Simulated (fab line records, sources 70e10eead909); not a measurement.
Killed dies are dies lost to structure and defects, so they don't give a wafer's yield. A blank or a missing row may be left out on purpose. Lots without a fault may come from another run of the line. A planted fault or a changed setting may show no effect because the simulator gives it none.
One fault seen from 2 desks | flow nand_harc | each desk has only its own numbers; what lay behind them comes last

THE METROLOGY DESK
What the gauges read, lot by lot, whatever tool the lot ran on: means of the sampled wafers that have a number. A lot is out of limits, marked OUT, if its mean lies more than 4 standard deviations from the usual mean; the brackets give that distance.
Columns: A = cd_nm at NHARC_P_M0_CD_MEAS_16, usual 90.2 nm
lot  | first seen here | A
L220 | day 6 16:49     | 89.7
L222 | day 7 08:37     | 88.4
L223 | day 7 22:02     | 90.6
L224 | day 8 04:24     | 90.0
L226 | day 9 08:35     | 90.4
L227 | day 9 09:19     | 90.6
L229 | day 10 01:21    | 90.2
L228 | day 10 02:07    | 90.5
L230 | day 10 23:34    | 90.8
L231 | day 11 05:28    | 91.1
L232 | day 11 07:58    | 89.3
L234 | day 12 01:55    | 90.8
L235 | day 12 20:42    | 90.4
L242 | day 15 14:35    | 89.6
This desk's finding: nothing out of limits on any of the 14 lots.

THE DEFECT DESK
What the inspections along the route counted, lot by lot: means of the sampled wafers that have a number. A lot is out of limits, marked OUT, if its mean lies more than 4 standard deviations from the usual mean; the brackets give that distance.
Columns: A = raw_defect_count at NHARC_P_M0_INSPECT_11, usual 4.1
lot  | first seen here | A
L220 | day 6 16:28     | 4.3
L222 | day 7 07:40     | 3.7
L223 | day 7 21:40     | 5.0
L224 | day 8 04:02     | 5.0
L226 | day 9 08:13     | 6.0
L227 | day 9 08:57     | 4.0
L229 | day 10 00:59    | 5.7
L228 | day 10 01:45    | 1.7
L230 | day 10 23:10    | 7.0
L231 | day 11 05:07    | 2.3
L232 | day 11 07:37    | 2.0
L234 | day 12 01:30    | 3.5
L235 | day 12 20:20    | 9.5
L242 | day 15 14:14    | 4.3
This desk's finding: nothing out of limits on any of the 14 lots.

PUT TOGETHER
The metrology desk saw nothing out of limits.
The defect desk saw nothing out of limits.

WHAT THE SIMULATOR HAD PUT IN
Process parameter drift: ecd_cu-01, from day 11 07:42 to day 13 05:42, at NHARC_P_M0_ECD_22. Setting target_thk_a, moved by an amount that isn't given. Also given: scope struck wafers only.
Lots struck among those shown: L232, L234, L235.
